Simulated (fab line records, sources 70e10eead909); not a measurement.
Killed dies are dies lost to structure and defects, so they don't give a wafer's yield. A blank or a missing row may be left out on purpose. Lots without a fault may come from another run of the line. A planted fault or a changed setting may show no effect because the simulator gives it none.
A struck lot beside a sound one | flow nand_harc | 15 steps out of a route of 1302
Sound: wafers L838.1, L838.3, L838.4. Struck: wafer L848.6. (L848.2, L848.4 of the same lot were not struck and are left out.) The cause comes at the end.
At each step with rows: each side's tool, then ch and its chambers, then its first start. Under that, the readings that differ: sound wafers | struck wafers | difference of the means | sigmas: that difference in standard deviations of wafers without a fault.
alike: readings whose means differ by less than 2 such deviations, and words and numbers that are the same on both sides. not compared: withheld readings, readings that some wafer has no value for, bounds like >300 that may hide the same value, and numbers for which the record gives no deviation and whose values overlap.
The two part at a step that has a row with sigmas, a row that says differs or no value, or rows on one side only. Numbers that don't overlap but have no deviation are shown without sigmas and don't part them. A reading that every wafer of one side lacks parts them only if that side has two wafers or more.

first, 1 step without rows for these wafers: NHARC_A_CONTACT_ETCH_118 (etches the open film in C4F8/O2/Ar, time 190 s, target depth 1850 nm).
NHARC_A_CONTACT_ETCH_119: etches the open film in C4F8/O2/Ar, time 190 s, target depth 1850 nm.
  sound on har_cap_etch-02 ch 0,1, day 21 17:38; struck on har_cap_etch-02 ch 0, day 25 16:32
  alike: chamber_pressure_mTorr
  not compared: rf_hours_counter_h
NHARC_A_CONTACT_ETCH_120: etches the open film in C4F8/O2/Ar, time 190 s, target depth 1850 nm.
  sound on har_cap_etch-02 ch 0,1, day 21 17:48; struck on har_cap_etch-02 ch 0, day 25 16:42
  alike: chamber_pressure_mTorr
  not compared: rf_hours_counter_h
then, 3 steps without rows for these wafers: NHARC_A_CONTACT_ETCH_121 (etches the open film in C4F8/O2/Ar, time 190 s, target depth 1850 nm); NHARC_A_CONTACT_ETCH_122 (etches the open film in C4F8/O2/Ar, time 190 s, target depth 1850 nm); NHARC_A_CONTACT_ETCH_123 (etches the open film in C4F8/O2/Ar, time 490 s, target depth 2110 nm).
NHARC_A_CONTACT_ETCH_90: etches the open film in CH3F/O2, target depth 40 nm, time 85.7 s.
  sound on rie_diel-03 ch 0,2,3, day 21 19:15; struck on rie_diel-03 ch 2, day 25 18:11
  alike: chamber_pressure_mTorr, drypump_motor_current_A, mfc_ar_sccm, oes_product_au, rf_vpp_V, showerhead_plenum_p_Torr, throttle_valve_pct
  not compared: rf_hours_counter_h
NHARC_A_CONTACT_ETCH_96: etches the open film in C4F6/O2, target depth 20 nm, time 10 s.
  sound on rie_diel-03 ch 1,2,3; struck on rie_diel-03 ch 3
  alike: chamber_pressure_mTorr, drypump_motor_current_A, mfc_ar_sccm, oes_product_au, rf_vpp_V, showerhead_plenum_p_Torr, throttle_valve_pct
  not compared: rf_hours_counter_h
NHARC_A_CONTACT_CD_MEAS_53:
  sound on cd_sem-01, day 21 19:28; struck on cd_sem-02, day 25 18:23
  alike: cd_nm
then, 3 steps without rows for these wafers: NHARC_A_CONTACT_STRIP_99 (strips in N2/H2); NHARC_A_CONTACT_STRIP_100 (strips in CF4/CHF3); NHARC_A_CONTACT_STRIP_101 (strips in O2/COS).
NHARC_A_CONTACT_ETCH_102: etches the open film in CF4/O2, target depth 100 nm, overetch 10 nm, time 55 s.
  sound on rie_diel-13 ch 1,2,3, day 21 19:53; struck on rie_diel-03 ch 0, day 25 18:40
  reading               | sound             | struck | difference | sigmas
  oes_product_au (a.u.) | 1.009 0.995 0.993 | 0.949  | -0.050     | -5
  alike: chamber_pressure_mTorr, drypump_motor_current_A, mfc_ar_sccm, oes_ar_750_au, rf_vpp_V, showerhead_plenum_p_Torr, throttle_valve_pct
  not compared: rf_hours_counter_h
NHARC_A_CONTACT_STRIP_55: strips in O2.
  sound on rie_diel-13 ch 0,2,3; struck on rie_diel-03 ch 2
  alike: chamber_pressure_mTorr, drypump_motor_current_A, mfc_ar_sccm, oes_product_au, rf_vpp_V, showerhead_plenum_p_Torr, throttle_valve_pct
  not compared: rf_hours_counter_h
-- the record jumps here: 3 days lie between the struck wafers' starts before and after (it left off in module A_CONTACT and takes up again in module END, whose first step shown is number 1302 of the route) --
NHARC_END_SORT_01:
  the record has rows for the struck wafers here (prober-02 ch 0, day 28 16:04) and none for the sound ones

WHERE THEY PART
First at NHARC_A_CONTACT_ETCH_102; last, within this record, at NHARC_END_SORT_01.

WHY: what the simulator had put in
Process parameter drift: rie_diel-03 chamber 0, from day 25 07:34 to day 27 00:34, at NHARC_A_CONTACT_ETCH_102. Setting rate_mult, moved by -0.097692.
